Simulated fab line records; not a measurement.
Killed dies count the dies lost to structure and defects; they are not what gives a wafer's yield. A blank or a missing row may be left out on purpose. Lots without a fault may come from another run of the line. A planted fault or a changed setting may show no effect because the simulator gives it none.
Which tool is to blame?	flow n5-finfet	13 lots with 37 wafers sampled at 3 steps, on a route of 1938 steps

## WHAT THE GAUGES READ, wafer by wafer
N5_BEOL_M5_OVL_MEAS_12. Usual: M5_OVL 0.0 nm, standard deviation 0.78.
lot	measured	on	M5_OVL (nm)	flag
L394	day 7 20:35	overlay-02	0.3 0.1 0.7	
L396	day 8 08:02	overlay-01	-0.7 -1.0	
L398	day 8 18:35	overlay-02	-0.7 0.5 -0.9	
L399	day 9 05:46	overlay-02	1.1 1.9 1.2	
L400	day 9 13:14	overlay-01	0.2 -1.1 0.7	
L401	day 9 15:31	overlay-02	-1.4 -1.5	
L403	day 10 08:22	overlay-02	-0.5 0.1 0.5	
L411	day 12 06:26	overlay-01	0.0 -0.5 -1.0	
L412	day 12 12:26	overlay-01	-0.1 0.3 0.4	
L413	day 13 06:53	overlay-02	-0.2 -0.4 -1.1	
L415	day 13 09:00	overlay-01	-0.2 0.5 -0.3	
L416	day 13 22:02	overlay-02	0.7 0.0 1.2	
L417	day 13 22:56	overlay-02	0.0 -1.0 -0.8	

## WHICH TOOL RAN EACH LOT (tool, then ch and the chambers of the sampled wafers, then the start)
lot	N5_BEOL_M4_CO_CAP_55	N5_BEOL_M5_ILD_DEP_00
L394	cvd-co-02 ch 0,2, day 7 17:03	pecvd-02 ch 0,1,2, day 7 18:19
L396	cvd-co-02 ch 0,2, day 8 05:19	pecvd-01 ch 0,1, day 8 06:31
L398	cvd-co-02 ch 0,2, day 8 14:19	pecvd-02 ch 0,1,2, day 8 15:31
L399	cvd-co-01 ch 0,1,2, day 9 02:48	pecvd-04 ch 0,1,2, day 9 04:00
L400	cvd-co-01 ch 0,1,2, day 9 10:26	pecvd-02 ch 1,2, day 9 11:40
L401	cvd-co-01 ch 0,1, day 9 12:37	pecvd-04 ch 0,1, day 9 13:49
L403	cvd-co-02 ch 0,1,2, day 10 04:47	pecvd-01 ch 0,1, day 10 06:01
L411	cvd-co-02 ch 0,1,2, day 12 02:33	pecvd-04 ch 0,1, day 12 03:44
L412	cvd-co-01 ch 0,1,2, day 12 09:26	pecvd-04 ch 0,2, day 12 10:38
L413	cvd-co-01 ch 0,1,2, day 13 02:41	pecvd-04 ch 0,1,2, day 13 04:23
L415	cvd-co-01 ch 0,1, day 13 06:15	pecvd-02 ch 0,2, day 13 07:28
L416	cvd-co-02 ch 0,1,2, day 13 17:01	pecvd-04 ch 0,2, day 13 18:13
L417	cvd-co-02 ch 0,1,2, day 13 18:49	pecvd-01 ch 0,2, day 13 20:01
- N5_BEOL_M4_CO_CAP_55: material Co, precursor CCTBA/H2, target thk 2 nm, time 102.1 s.
- N5_BEOL_M5_ILD_DEP_00: deposits SiCOH lowk from DEMS/porogen, target thk 140.64 nm, time 25.9 s.

## WHAT THE TOOLS THEMSELVES READ (means of the sampled wafers that have a number; where no wafer has one, the mark that the record gives instead)
N5_BEOL_M4_CO_CAP_55. Usual: heater-power-w at 240 W, with a standard deviation of 22.
lot	tool	heater-power-w (W)	flag
L394	cvd-co-02	234	
L396	cvd-co-02	233	
L398	cvd-co-02	235	
L399	cvd-co-01	240	
L400	cvd-co-01	240	
L401	cvd-co-01	238	
L403	cvd-co-02	242	
L411	cvd-co-02	244	
L412	cvd-co-01	238	
L413	cvd-co-01	242	
L415	cvd-co-01	249	
L416	cvd-co-02	237	
L417	cvd-co-02	247	

N5_BEOL_M5_ILD_DEP_00. Usual: heater-power-w 309 W, standard deviation 34; showerhead-plenum-p-Torr 5.748 Torr, standard deviation 0.017; throttle-valve-pct 13.6 %, standard deviation 0.91.
lot	tool	heater-power-w (W)	showerhead-plenum-p-Torr (Torr)	throttle-valve-pct (%)	flag
L394	pecvd-02	312	5.744	14.1	
L396	pecvd-01	293	5.734	13.4	
L398	pecvd-02	308	5.742	14.2	
L399	pecvd-04	327	5.749	13.2	
L400	pecvd-02	295	5.744	13.8	
L401	pecvd-04	340	5.764	13.9	
L403	pecvd-01	258	5.755	13.4	
L411	pecvd-04	338	5.758	13.6	
L412	pecvd-04	275	5.753	12.7	
L413	pecvd-04	314	5.755	13.3	
L415	pecvd-02	293	5.737	14.7	
L416	pecvd-04	303	5.756	12.9	
L417	pecvd-01	289	5.746	12.9	

## THE ANSWER, worked out from the rows above alone
Rule: a lot is off if the mean of its wafers that have a number lies more than 3 standard deviations from the usual mean. Also off: a lot with no number at a reading for which 4 or more lots have one. All remaining lots with rows at the step are treated as sound. Order of review: gauges by route order, followed by the tools' own readings, for which a lot's mean as printed above is used. The first step at which some lot is off is used, and at that step the reading that is off furthest; a lot without a number counts as furthest.
Nothing can be told from this: no lot is off at any reading shown.

## WHAT THE SIMULATOR HAD PUT IN
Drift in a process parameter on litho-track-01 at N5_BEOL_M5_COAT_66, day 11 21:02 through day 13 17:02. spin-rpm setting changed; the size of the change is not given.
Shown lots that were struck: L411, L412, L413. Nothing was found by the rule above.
